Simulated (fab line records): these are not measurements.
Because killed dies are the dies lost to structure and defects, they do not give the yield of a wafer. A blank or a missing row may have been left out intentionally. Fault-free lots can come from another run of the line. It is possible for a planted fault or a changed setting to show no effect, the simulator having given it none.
fab line records -- flow n5-finfet
[record] lots = 4, wafers = 12, last-day = 17
route steps=1938 shown ZERO_LAYER@5 WELL_APT@20 BEOL_M4@1111 PASSIVATION@1936
lots that met no fault: from a run of the same line without faults
start-h: hours from the record's first day to the start of the lot's first wafer shown -- wait-h: hours from the lot's prior step to this one -- " same as the row above -- L1.1+2: several wafers, shown together as one row -- - no value present, or no start provided -- * or withheld: withheld -- < > ~ a bound
route shown NAME@n: a module of which the file shows steps, and the number in the route of the first -- usual: average and standard deviation across the fault-free wafers -- same: alike in all rows -- chamber/n: place in a boat -- sites: the reading at each site -- _std_site: their standard deviation -- _edge_site: the outer-site mean with the inner-site mean subtracted -- radius-mm: for every site, how far away it sits from the centre of the wafer -- mask NAME#n: copy n -- behind: tool/chamber where the wafer was last shaped -- hold: why the lot was held/for how many hours/how that ended -- device: whichever transistor did not switch (one of n, p or np) -- end of line: tests run on the same wafers once the route is complete -- for a step that has no rows: nothing shown but its recipe -- killed: the dies lost at the first sort to structure and to defects; this is not the yield of the wafer -- map: shows each die of a wafer: x if killed, . if not, _ if none is there
set.NAME: the setting as run; set.NAME@STEP: as run at that earlier step -- model.NAME: the simulator's own value behind a step, which no gauge read
lots at selected steps of the route; one table per step, one row per wafer
services: when a tool's chamber went out of use (start-h, in hours from the record's first day, below 0 if earlier), for how many hours, and the reason
[[steps]]
[step N5_ZERO_LAYER_HMDS_04]
[recipe] time-s = 60, temp-c = 120
[step N5_ZERO_LAYER_COAT_05]
[recipe] spin-rpm = 1500, resist-thk-nm = 1000
[step N5_ZERO_LAYER_EBR_07]
[recipe] solvent = PGMEA, ebr-width-mm = 1.5
[step N5_ZERO_LAYER_SOFTBAKE_06]
[recipe] temp-c = 100, time-s = 90
[step N5_ZERO_LAYER_EXPOSE_08]
[recipe] mask-id = ZERO, na = 0.55, source-shape = conventional, sigma-outer = 0.8, polarization = unpolarized, defocus-nm = 0, target-cd-nm = 2000, dose-mj = 16.2
[step N5_ZERO_LAYER_PEB_09]
[recipe] peb-temp-c = withheld, peb-time-s = *
[step N5_ZERO_LAYER_DEVELOP_10]
[recipe] develop-time-s = 60, rinse-liquid = diw, dry = air-spin, dev-temp-c = 21
[step N5_ZERO_LAYER_HARDBAKE_23]
[recipe] temp-c = 130, time-s = 120
[step N5_ZERO_LAYER_DESCUM_16]
[recipe] chemistry = O2, time-s = 7.9, source-power-w = 50, bias-power-w = 20, pressure-mtorr = 20, rf-frequency-hz = 2.712e+07, temp-c = 40, o2-flow-sccm = 225
[step N5_ZERO_LAYER_ETCH_17]
[recipe] chemistry = CF4, target = SiO2, target-depth-a = 120, time-s = 13.3, ion-energy-ev = 350, pressure-mtorr = 40, source-w = 450, bias-w = 215, Ar_flow_sccm = 100, cf4-flow-sccm = 100
[step N5_ZERO_LAYER_ETCH_18]
[recipe] chemistry = HBr/Cl2, target = Si, target-depth-a = 1200, time-s = 40, pressure-mtorr = 10, icp-w = 800, bias-w = 75, HBr_flow_sccm = 150, Cl2_flow_sccm = 80
[step N5_ZERO_LAYER_STRIP_24]
[recipe] chemistry = O2, power-w = 1000, temp-c = 250, overash-fraction = 0.3, pressure-mtorr = 1000, o2-flow-sccm = 6750
[usual] drypump-motor-current-A = 5.59/0.24, heater-power-w = 332/17, oes-product-au = 0.647/0.004, strip-time-to-endpoint-s = 43.89/0.071
lot.wafer,tool,chamber,start-h,wait-h,drypump-motor-current-A,heater-power-w,oes-product-au,rf-hours-counter-h,strip-time-to-endpoint-s
L454.2,plasma-asher-02,0,18.89,0.1,5.33,355,0.649,22,43.90
L454.3,plasma-asher-02,0,18.89,0.1,5.34,345,0.641,-,43.97
L454.5,plasma-asher-02,1,18.89,0.1,5.76,311,0.646,-,43.87
L462.1,plasma-asher-02,0,67.02,0.1,5.35,355,0.651,29,43.87
L462.2,plasma-asher-02,1,67.02,0.1,5.78,309,0.647,29,43.90
L462.3,plasma-asher-02,1,67.02,0.1,5.80,322,0.649,-,43.89
L464.1,plasma-asher-02,0,79.02,0.1,5.37,341,0.651,32,43.86
L464.4,plasma-asher-02,0,79.02,0.1,5.38,343,0.649,-,43.90
L464.6,plasma-asher-02,0,79.02,0.1,5.36,341,0.647,-,43.84
L472.1,plasma-asher-01,1,127.25,0.1,5.92,316,0.653,105,43.98
L472.4,plasma-asher-01,1,127.25,0.1,5.88,308,0.654,-,43.80
L472.6,plasma-asher-01,1,127.25,0.1,5.90,312,0.643,-,43.91
[step N5_ZERO_LAYER_STRIP_19]
[recipe] chemistry = SPM, time-s = 900, temp-c = 130, h2so4-h2o2-vol-ratio = 4, dry = ipa-marangoni
[step N5_ZERO_LAYER_INSPECT_20]
[recipe] inspect-instrument = darkfield, mode = post-clean
[usual] raw-defect-count = 31/14
lot.wafer,tool,chamber,start-h,wait-h,raw-defect-count
L454.2,defect-inspect-02,-,19.25,0.0,34
L454.3,defect-inspect-02,-,19.25,0.0,48
L454.5,defect-inspect-02,-,19.25,0.0,18
L462.1,defect-inspect-01,-,67.38,0.0,808
L462.2,defect-inspect-01,-,67.38,0.0,68
L462.3,defect-inspect-01,-,67.38,0.0,37
L464.1,defect-inspect-02,-,79.38,0.0,760
L464.4,defect-inspect-02,-,79.38,0.0,807
L464.6,defect-inspect-02,-,79.38,0.0,854
L472.1,defect-inspect-02,-,127.61,0.0,6
L472.4,defect-inspect-02,-,127.61,0.0,24
L472.6,defect-inspect-02,-,127.61,0.0,13
[step N5_WELL_APT_HMDS_01]
[recipe] time-s = 60, temp-c = 120
[step N5_WELL_APT_COAT_02]
[recipe] spin-rpm = 1357, resist-thk-nm = 950
[step N5_WELL_APT_EBR_04]
[recipe] solvent = PGMEA, ebr-width-mm = 1.5
[step N5_WELL_APT_SOFTBAKE_03]
[recipe] temp-c = 130, time-s = 60
[step N5_WELL_APT_EXPOSE_05]
[recipe] mask-id = NWELL, na = 0.8, source-shape = conventional, sigma-outer = 0.8, polarization = unpolarized, defocus-nm = 0, target-cd-nm = 200, dose-mj = 20.3
[step N5_WELL_APT_PEB_06]
[recipe] peb-temp-c = 130, peb-time-s = 90
[step N5_WELL_APT_DEVELOP_07]
[recipe] develop-time-s = 45, rinse-liquid = surfactant-rinse, dry = air-spin, dev-temp-c = 21
[step N5_WELL_APT_HARDBAKE_12]
[recipe] temp-c = 130, time-s = 120
[step N5_WELL_APT_INSPECT_10]
[recipe] mode = adi, inspect-instrument = macro
[usual] raw-defect-count = 2.1/1.5
lot.wafer,tool,chamber,start-h,wait-h,raw-defect-count
L454.2,defect-inspect-02,-,19.61,0.0,2
L454.3,defect-inspect-02,-,19.61,0.0,2
L454.5,defect-inspect-02,-,19.61,0.0,1
L462.1,defect-inspect-01,-,67.86,0.0,>300
L462.2,defect-inspect-01,-,67.86,0.0,4
L462.3,defect-inspect-01,-,67.86,0.0,5
L464.1,defect-inspect-01,-,79.74,0.0,>300
L464.4,defect-inspect-01,-,79.74,0.0,>300
L464.6,defect-inspect-01,-,79.74,0.0,>300
L472.1,defect-inspect-01,-,127.97,0.0,0
L472.4,defect-inspect-01,-,127.97,0.0,0
L472.6,defect-inspect-01,-,127.97,0.0,7
[step N5_WELL_APT_DESCUM_13]
[recipe] chemistry = O2, time-s = 7.9, source-power-w = 50, bias-power-w = 20, pressure-mtorr = 20, rf-frequency-hz = 2.712e+07, temp-c = 40, o2-flow-sccm = 225
[step N5_WELL_APT_IMPLANT_14]
[recipe] species = P, energy-kev = 160, dose-cm2 = 1.5e+13, tilt-deg = 0, rotation-deg = 0
[step N5_WELL_APT_IMPLANT_15]
[recipe] species = As, energy-kev = 25, dose-cm2 = 1.5e+13, tilt-deg = 0, rotation-deg = 0
[step N5_WELL_APT_STRIP_16]
[recipe] chemistry = SPM, time-s = 900, temp-c = 130, h2so4-h2o2-vol-ratio = 4, dry = ipa-marangoni
[step N5_WELL_APT_HMDS_18]
[recipe] time-s = 60, temp-c = 120
[step N5_WELL_APT_COAT_19]
[recipe] spin-rpm = 1357, resist-thk-nm = 950
[step N5_WELL_APT_EBR_21]
[recipe] solvent = PGMEA, ebr-width-mm = 1.5
[step N5_WELL_APT_SOFTBAKE_20]
[recipe] temp-c = 130, time-s = 60
[step N5_WELL_APT_EXPOSE_22]
[recipe] mask-id = PWELL, na = 0.8, source-shape = conventional, sigma-outer = 0.8, polarization = unpolarized, defocus-nm = 0, target-cd-nm = 200, dose-mj = 23.2
[step N5_WELL_APT_PEB_23]
[recipe] peb-temp-c = 130, peb-time-s = 90
[step N5_WELL_APT_DEVELOP_24]
[recipe] develop-time-s = 45, rinse-liquid = surfactant-rinse, dry = air-spin, dev-temp-c = 21
[step N5_WELL_APT_HARDBAKE_29]
[recipe] temp-c = 130, time-s = 120
[step N5_WELL_APT_INSPECT_27]
[recipe] mode = adi, inspect-instrument = macro
[usual] raw-defect-count = 2.0/1.5
lot.wafer,tool,chamber,start-h,wait-h,raw-defect-count
L454.2,defect-inspect-02,-,20.85,0.0,2
L454.3,defect-inspect-02,-,20.85,0.0,1
L454.5,defect-inspect-02,-,20.85,0.0,1
L462.1,defect-inspect-01,-,69.12,0.0,>300
L462.2,defect-inspect-01,-,69.12,0.0,1
L462.3,defect-inspect-01,-,69.12,0.0,4
L464.1,defect-inspect-02,-,81.10,0.0,>300
L464.4,defect-inspect-02,-,81.10,0.0,>300
L464.6,defect-inspect-02,-,81.10,0.0,>300
L472.1,defect-inspect-02,-,129.80,0.0,4
L472.4,defect-inspect-02,-,129.80,0.0,3
L472.6,defect-inspect-02,-,129.80,0.0,2
[step N5_WELL_APT_DESCUM_30]
[recipe] chemistry = O2, time-s = 7.9, source-power-w = 50, bias-power-w = 20, pressure-mtorr = 20, rf-frequency-hz = 2.712e+07, temp-c = 40, o2-flow-sccm = 225
[step N5_WELL_APT_INSPECT_38]
[recipe] inspect-instrument = darkfield, mode = post-epi
[usual] raw-defect-count = 13/5.1
lot.wafer,tool,chamber,start-h,wait-h,raw-defect-count
L454.2,defect-inspect-01,-,28.72,0.7,14
L454.3,defect-inspect-01,-,28.72,0.7,7
L454.5,defect-inspect-01,-,28.72,0.7,14
L462.1,defect-inspect-01,-,70.97,0.5,766
L462.2,defect-inspect-01,-,70.97,0.5,13
L462.3,defect-inspect-01,-,70.97,0.5,16
L464.1,defect-inspect-01,-,83.03,0.5,769
L464.4,defect-inspect-01,-,83.03,0.5,781
L464.6,defect-inspect-01,-,83.03,0.5,793
L472.1,defect-inspect-02,-,131.72,0.6,14
L472.4,defect-inspect-02,-,131.72,0.6,27
L472.6,defect-inspect-02,-,131.72,0.6,22
[step N5_BEOL_M4_RC_MEAS_101]
[usual] DIBL_N = 36.0/1.8, DIBL_P = 36.3/2.4, IOFF_N = 0.16/0.035, IOFF_P = 0.21/0.036, ION_N = 673/13, ION_P = 461/7.2, SS_N = 71.4/0.6, SS_P = 73.2/0.7, VT_N = 250/4, VT_P = -250.9/2.9
lot.wafer,tool,chamber,start-h,wait-h,DIBL_N[mV/V],DIBL_P[mV/V],IOFF_N[nA/um],IOFF_P[nA/um],ION_N[uA/um],ION_P[uA/um],SS_N[mV/dec],SS_P[mV/dec],VT_N[mV],VT_P[mV]
L454.2,prober-02,0,188.40,0.2,37.2,38.8,0.18,0.25,677,467,72.2,74.2,247,-248.4
L454.3,prober-02,0,188.40,0.2,35.8,37.0,0.16,0.22,670,460,72.6,72.5,250,-253.0
L454.5,prober-02,0,188.40,0.2,36.7,38.0,0.18,0.24,682,467,72.6,73.1,246,-248.6
L464.1,prober-01,0,227.24,0.0,35.5,36.2,0.13,0.20,670,459,70.3,73.5,254,-251.5
L464.4,prober-01,0,227.24,0.0,38.4,39.8,0.18,0.28,664,463,71.5,73.8,253,-247.4
L464.6,prober-01,0,227.24,0.0,36.6,36.9,0.13,0.22,661,456,70.8,73.2,253,-249.7
L462.1,prober-01,0,242.39,0.0,38.2,38.4,0.20,0.22,697,467,72.0,73.7,246,-251.0
L462.2,prober-01,0,242.39,0.0,36.9,38.1,0.19,0.24,697,472,71.1,73.3,244,-249.5
L462.3,prober-01,0,242.39,0.0,39.7,40.7,0.24,0.26,690,463,73.6,74.4,244,-248.0
L472.1,prober-01,0,281.20,0.0,35.8,36.1,0.14,0.19,667,454,71.3,73.7,254,-248.7
L472.4,prober-01,0,281.20,0.0,34.6,34.1,0.12,0.16,641,444,71.3,73.0,258,-252.7
L472.6,prober-01,0,281.20,0.0,37.2,37.5,0.17,0.23,680,468,71.4,73.7,249,-247.9
[step N5_PASSIVATION_PROBE_49]
[usual] defect-limited-yield = 91.2/1.4, killed_at_M0_to_M3 = 35/11, killed_at_M4_up = 14/5.6, killed-at-contacts = 12/5.6, killed-at-front-end = 38/11, killed-at-other = 4/3.4, killed-dies = 103/17, killed-on-rim = 13/3.5, killed-open = 68/12, killed-short = 33/8.8, sort_bin_5_function = 5.1/0.89, sort_bin_6_memory = 3.3/0.71, sort-n-pass = 1077/17, sort-yield-pct = 91.2/1.4
[same] gross-dies = 1180, killed-at-back-side = 0, sort_bin_4_leakage[%] = 0, sort_bin_8_speed[%] = 0
lot.wafer,tool,chamber,start-h,wait-h,defect-limited-yield[%],killed_at_M0_to_M3,killed_at_M4_up,killed-at-contacts,killed-at-front-end,killed-at-other,killed-dies,killed-on-rim,killed-open,killed-short,sort_bin_5_function[%],sort_bin_6_memory[%],sort-n-pass,sort-yield-pct[%]
L464.1,prober-01,-,335.17,0.0,80.2,44,24,13,145,8,234,26,69,40,10.8,5.0,946,80.2
L464.4,prober-01,-,335.32,0.2,82.7,31,12,8,150,3,204,26,65,18,11.2,3.4,976,82.7
L464.6,prober-01,-,335.42,0.3,82.1,43,4,10,150,4,211,27,68,35,10.6,4.8,969,82.1
L462.1,prober-02,-,347.01,0.0,82.2,36,15,10,145,4,210,24,59,34,10.9,4.0,970,82.2
// killed by level:class
L464.1 ZERO_LAYER:unspecified=118 BEOL_M2:geometric-particle:open=11 MOL_CONTACT_COAG:geometric-particle:open=10 BEOL_M4:geometric-particle:short=10 BEOL_M3:geometric-particle:open=8 BEOL_M1:geometric-particle:open=8 BEOL_M0_SAQP:geometric-particle:open=7 BEOL_M0_SAQP:geometric-particle:short=6
L464.4 ZERO_LAYER:unspecified=119 FIN_SAQP:geometric-particle:open=13 BEOL_M1:geometric-particle:open=9 BEOL_M3:geometric-particle:open=8 MOL_CONTACT_COAG:geometric-particle:open=7 STI_FIN_REVEAL:geometric-particle:open=5 BEOL_M3:geometric-particle:short=4 BEOL_M4:geometric-particle:open=4
L464.6 ZERO_LAYER:unspecified=108 BEOL_M3:geometric-particle:open=12 FIN_SAQP:geometric-particle:open=9 BEOL_M0_SAQP:geometric-particle:open=9 BEOL_M1:geometric-particle:open=8 MOL_CONTACT_COAG:geometric-particle:open=7 STI_FIN_REVEAL:geometric-particle:open=6 BEOL_M0_SAQP:geometric-particle:short=6
L462.1 ZERO_LAYER:unspecified=117 BEOL_M1:geometric-particle:open=12 FIN_SAQP:geometric-particle:short=10 MOL_CONTACT_COAG:geometric-particle:open=9 BEOL_M0_SAQP:geometric-particle:open=7 FIN_SAQP:geometric-particle:open=6 BEOL_M0_SAQP:geometric-particle:short=6 BEOL_M4:geometric-particle:open=6
// map L462.1 (x killed, . not)
_________________x..x...x....________________
______________............x....._____________
___________......................x.__________
__________.......................x.._________
________.............................._______
_______......x......x.x....x...x...x...______
______....xx..x..x....................x._____
_____......x.....x................xx.....____
____...x......................x........x.x___
___....xx..x............x......xx..x...x...__
___............x....x.........x......x.xxxx__
__...........x.....................x.xxxxxxx_
__.................x....x.......x.xxxxxxxxxx_
_.x..................x........x..xxxxxxxxxxxx
_.x.........x..x.....x..........x.xxxxxxxxxxx
_................................xxxxxxxxxxxx
_....................x...x.......x.xxxxxxxxxx
_.................x..x...xx......xxxxxxxxxxxx
_.x...............................xxxxxxxxxxx
_...x.....x....x...................xxxxxxxxx.
_.x.......x..............x.........x..xxxxxxx
__......................x......x..x..xxx.x.._
__......x.x..................x.........x...._
___.x...........x................x....x....__
___..............x..........x.........x....__
____.x..........x.....x............x....x.___
_____............x........x..............____
______...................x.............._____
_______............x...........x.......______
________..........x...x...........x..._______
__________..x..........x...x.....x.._________
___________...................x....__________
______________.........xx..x.x.._____________
_________________............________________
// map L464.1 (x killed, . not)
_________________x........x..________________
______________...x.x............_____________
___________....x.....x.......x.....__________
__________..x.............x.x......._________
________.............x....x...x.x....._______
_______..x..x......xx.................x______
______..............x....xx..xx........._____
_____...x........x.....x....x.........x..____
____..x.......x......x.x.x.x.......x...x..___
___........x..x............................__
___.........x.......x.............xx.xx.xxx__
__..........x........x.....x........xxxxxxx._
__...........x..........x.....x....xxxxxxxxx_
_..........................x........xxxxxxxxx
_...............x...x.x.....x..xx.xxxxxxxxxxx
_.x........xx....x....x.........x.xxxxxxxxxxx
_.........x.............x......xx.xxxxxxxxxxx
_...x..x..x.......x......x.......xxxxxxxxxxxx
_................x...............xxxxxxxxxxxx
_....x.x.........x.x.....x........x.xxxxxxxxx
_............x.............x.....x...xxxxxxxx
__.....x....................x....x...xxxxx.._
__............x............x..........x..x.x_
___.....x.........................x........__
___x.............x..............x.....x.x..__
____....x.....x.....x...x.................___
_____......x.................x.......xx..____
______...................x..x..........x_____
_______.x..x........x......x...xx......______
________x..x............xx............_______
__________.....................x.xx._________
___________....x......x........x...__________
______________.................x_____________
_________________......x.....________________
[[services]]
tool,chamber,start-h,hours,kind
plasma-asher-02,-,43.71,14.6,pm
[[key]]
[first-sign] step = N5_ZERO_LAYER_INSPECT_20, reading = raw-defect-count, direction = up, sigmas = 56, usual = 31, struck = 807
[effect] step = N5_WELL_APT_INSPECT_10, reading = raw-defect-count, direction = up, sigmas = 99+, usual = 2.1, struck = >300
[effect] step = N5_WELL_APT_INSPECT_27, reading = raw-defect-count, direction = up, sigmas = 99+, usual = 2.0, struck = >300
[effect] step = N5_WELL_APT_INSPECT_38, reading = raw-defect-count, direction = up, sigmas = 99+, usual = 13, struck = 777
[effect] step = N5_PASSIVATION_PROBE_49, reading = killed-at-front-end, direction = up, sigmas = 10, usual = 38, struck = 148
[more-kills-born-at] N5_ZERO_LAYER_STRIP_24@plasma-asher-02 = 462
met-at N5_ZERO_LAYER_STRIP_24
struck-wafers L462.1,L464.1,L464.4,L464.6
onset-between 18.89 67.02
[fault] kind = chamber-particle-source, tool = plasma-asher-02, chamber = 0, onset-h = 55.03, steps = N5_ZERO_LAYER_STRIP_24, rate-per-visit-cm2 = 1.1521, end-h = 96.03
